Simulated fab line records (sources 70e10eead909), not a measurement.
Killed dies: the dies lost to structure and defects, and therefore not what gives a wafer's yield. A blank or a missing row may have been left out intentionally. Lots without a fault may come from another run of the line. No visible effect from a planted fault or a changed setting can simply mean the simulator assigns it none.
Which tool is to blame? -- flow nand_harc -- 22 lots, 66 wafers sampled, at 1 step of a route of 1302

== WHAT EACH GAUGE READ, for each wafer ==
NHARC_A_SGD_CUT_OVL_MEAS_10.
lot,measured,on,overlay_x_nm (nm),overlay_y_nm (nm)
L074,day 19 08:01,overlay-01,-0.1 -0.3 0.2,-0.3 -0.5 -0.3
L075,day 19 16:59,overlay-01,-0.7 -1.0 -1.1,0.3 0.1 -0.4
L076,day 20 12:31,overlay-01,-0.5 -0.4 -0.8,1.1 0.8 1.4
L079,day 20 20:57,overlay-02,-0.7 -0.3 -0.1,-0.2 0.0 -0.6
L078,day 20 21:08,overlay-01,0.9 0.4 0.7,-0.4 0.0 -0.6
L080,day 22 07:25,overlay-01,0.1 -0.6 -0.4,-0.9 -0.4 -0.2
L081,day 22 08:41,overlay-01,0.2 -0.7 0.0,0.1 -0.1 0.4
L083,day 23 08:11,overlay-02,-0.3 0.6 0.6,-0.6 -1.1 -1.1
L085,day 23 16:21,overlay-01,-0.5 0.1 -0.1,0.1 -0.4 -0.3
L084,day 23 17:31,overlay-02,0.4 0.4 0.4,1.3 1.6 1.6
L086,day 24 07:25,overlay-02,-0.7 -0.5 0.1,1.3 0.9 1.9
L087,day 25 01:11,overlay-01,-1.0 -1.0 -1.7,1.1 1.4 1.1
L088,day 25 14:23,overlay-01,-1.0 -0.5 -1.3,-0.2 0.4 -0.1
L090,day 25 14:32,overlay-02,0.4 0.3 0.0,-0.5 -0.8 0.0
L089,day 25 15:44,overlay-01,-1.0 -0.6 -0.9,-0.3 -0.2 0.2
L091,day 25 21:45,overlay-02,0.6 0.2 0.2,1.0 0.3 0.7
L092,day 26 16:50,overlay-02,-1.0 -0.6 -1.1,-1.6 -1.4 -1.0
L094,day 27 05:02,overlay-02,1.1 1.2 1.0,0.6 0.2 0.3
L093,day 27 05:14,overlay-02,0.9 1.2 0.4,0.4 0.8 0.6
L095,day 27 22:50,overlay-01,-1.6 -0.6 -1.8,-0.7 -0.5 -0.5
L096,day 28 16:16,overlay-01,0.6 0.8 0.5,-0.2 0.2 0.0
L097,day 28 16:36,overlay-01,-1.3 -0.8 -1.4,0.4 -0.1 0.0

== EACH LOT AND THE TOOL THAT RAN IT (in order: tool; ch and the chambers of the sampled wafers; start) ==
No process step before these readings appears in the record.

== AS READ BY THE TOOLS THEMSELVES (means over the sampled wafers that have a number; for cases with no such wafer, the mark the record gives instead) ==
The record holds no such reading with a usual standard deviation.

== THE ANSWER, worked out from the rows above alone ==
Rule: usual is defined by the lots themselves. Put in order of their means at a reading, lots are off if they are a third of the lots or fewer, leave a main group of 4 or more, and stand apart from it by a gap of 3 or more times the standard deviation of the main group's means; of several such gaps the widest counts. A main group whose means are all the same, to the digits that the tables above print for the reading, isn't used. Also off: a lot with no number at a reading for which 4 or more lots have one. All remaining lots with rows at the step are treated as sound. The gauges are gone through in route order, then the tools' own readings, and for those a lot's mean is taken as printed above. At the first step where some lot is off, the reading lying furthest off is the one used; lots without a number count as furthest.
No lot is off on any of the readings shown, so nothing can be concluded from this.

== WHAT HAD BEEN PUT IN BY THE SIMULATOR ==
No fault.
